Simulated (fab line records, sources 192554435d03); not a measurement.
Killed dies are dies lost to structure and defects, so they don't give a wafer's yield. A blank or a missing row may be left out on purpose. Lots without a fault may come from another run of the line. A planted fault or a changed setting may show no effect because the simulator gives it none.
One fault seen from 3 desks | flow n5_finfet | each desk has only its own numbers; what lay behind them comes last

THE DEFECT DESK
What the inspections along the route counted, lot by lot: means of the sampled wafers that have a number. A lot is out of limits, marked OUT, if its mean lies more than 4 standard deviations from the usual mean; the brackets give that distance.
Columns: A = raw_defect_count at N5_FIN_SAQP_INSPECT_18, usual 429; B = raw_defect_count at N5_FIN_SAQP_INSPECT_40, usual 227; C = raw_defect_count at N5_FIN_CUT_INSPECT_10, usual 42; D = raw_defect_count at N5_FIN_CUT_INSPECT_17, usual 229
lot  | first seen here | A               | B              | C             | D
L971 | day 1 21:11     | 376             | 146            | 32            | 161
L973 | day 2 11:05     | 295             | 210            | 38            | 224
L974 | day 2 15:56     | 380             | 122            | 28            | 129
L976 | day 3 03:21     | 1035 (+5.1) OUT | 905 (+9.7) OUT | 764 (+66) OUT | 904 (+9.9) OUT
L979 | day 3 22:01     | 1243 (+6.8) OUT | 986 (+11) OUT  | 815 (+70) OUT | 974 (+11) OUT
L986 | day 5 15:41     | 410             | 276            | 44            | 265
L989 | day 6 11:09     | 394             | 186            | 33            | 173
L994 | day 7 16:40     | 497             | 206            | 35            | 207
This desk's finding: out of limits on L976, L979; first on L976, day 3 03:21 (raw_defect_count at N5_FIN_SAQP_INSPECT_18). In limits: L971, L973, L974, L986, L989, L994.

THE TOOL OWNER'S DESK: pecvd-01
The tool's own readings at N5_FIN_SAQP_HM_DEP_03 (deposits SiNx from SiH4/NH3/N2, target thk 38 nm, time 33.6 s): means of the sampled wafers that have a number, for each lot that ran on this tool. A lot is out of limits, marked OUT, if its mean lies more than 4 standard deviations from the usual mean; the brackets give that distance.
Columns: A = heater_power_w at N5_FIN_SAQP_HM_DEP_03, usual 674 W; B = showerhead_plenum_p_Torr at N5_FIN_SAQP_HM_DEP_03, usual 5.14 Torr; C = throttle_valve_pct at N5_FIN_SAQP_HM_DEP_03, usual 40.2 %
lot  | first seen here | A   | B    | C
L971 | day 1 20:27     | 615 | 5.17 | 39.8
L973 | day 2 10:17     | 633 | 5.16 | 39.8
L976 | day 3 02:34     | 568 | 5.17 | 39.6
L979 | day 3 21:11     | 649 | 5.15 | 39.9
This desk's finding: nothing out of limits on any of the 4 lots.

THE METROLOGY DESK
What the gauges read, lot by lot, whatever tool the lot ran on: means of the sampled wafers that have a number. A lot is out of limits, marked OUT, if its mean lies more than 4 standard deviations from the usual mean; the brackets give that distance. Of its 11 readings 7 are shown: those that lie furthest out on some lot.
Columns: A = DIBL_N at N5_BEOL_M4_RC_MEAS_101, usual 36.3 mV/V; B = DIBL_P at N5_BEOL_M4_RC_MEAS_101, usual 36.7 mV/V; C = IOFF_N at N5_BEOL_M4_RC_MEAS_101, usual 0.164 nA/um; D = IOFF_P at N5_BEOL_M4_RC_MEAS_101, usual 0.214 nA/um; E = ION_N at N5_BEOL_M4_RC_MEAS_101, usual 673 uA/um; F = ION_P at N5_BEOL_M4_RC_MEAS_101, usual 461 uA/um; G = VT_P at N5_BEOL_M4_RC_MEAS_101, usual -250.0 mV
lot  | first seen here | A    | B    | C     | D     | E   | F   | G
L971 | day 1 20:44     | 36.1 | 35.3 | 0.157 | 0.188 | 661 | 453 | -252.7
L973 | day 2 10:39     | 34.9 | 36.1 | 0.142 | 0.183 | 666 | 455 | -254.1
L974 | day 2 15:31     | 35.7 | 36.3 | 0.158 | 0.190 | 675 | 458 | -251.6
L976 | day 3 02:55     | 37.1 | 37.4 | 0.175 | 0.258 | 684 | 473 | -244.4
L979 | day 3 21:28     | 36.3 | 38.1 | 0.178 | 0.226 | 683 | 464 | -249.1
L986 | day 5 15:08     | 35.8 | 36.5 | 0.147 | 0.212 | 670 | 466 | -247.1
L989 | day 6 10:44     | 33.6 | 35.2 | 0.132 | 0.180 | 662 | 456 | -252.0
L994 | day 7 15:49     | 37.0 | 38.8 | 0.173 | 0.229 | 678 | 466 | -250.6
This desk's finding: nothing out of limits on any of the 8 lots.

PUT TOGETHER
The defect desk could have raised an alarm at day 3 03:21, on L976, L979.
The tool owner's desk saw nothing out of limits.
The metrology desk saw nothing out of limits.
The tool owner's desk has L976, L979 on record, within its limits.
The metrology desk has L976, L979 on record, within its limits.
Of the lots named, all ran N5_FIN_SAQP_HM_DEP_03 on pecvd-01.

WHAT THE SIMULATOR HAD PUT IN
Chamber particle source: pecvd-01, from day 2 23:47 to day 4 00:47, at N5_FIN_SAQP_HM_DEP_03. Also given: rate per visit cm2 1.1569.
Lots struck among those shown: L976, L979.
Hours from the fault's start to each desk's first reading out of limits: the defect desk, 4.
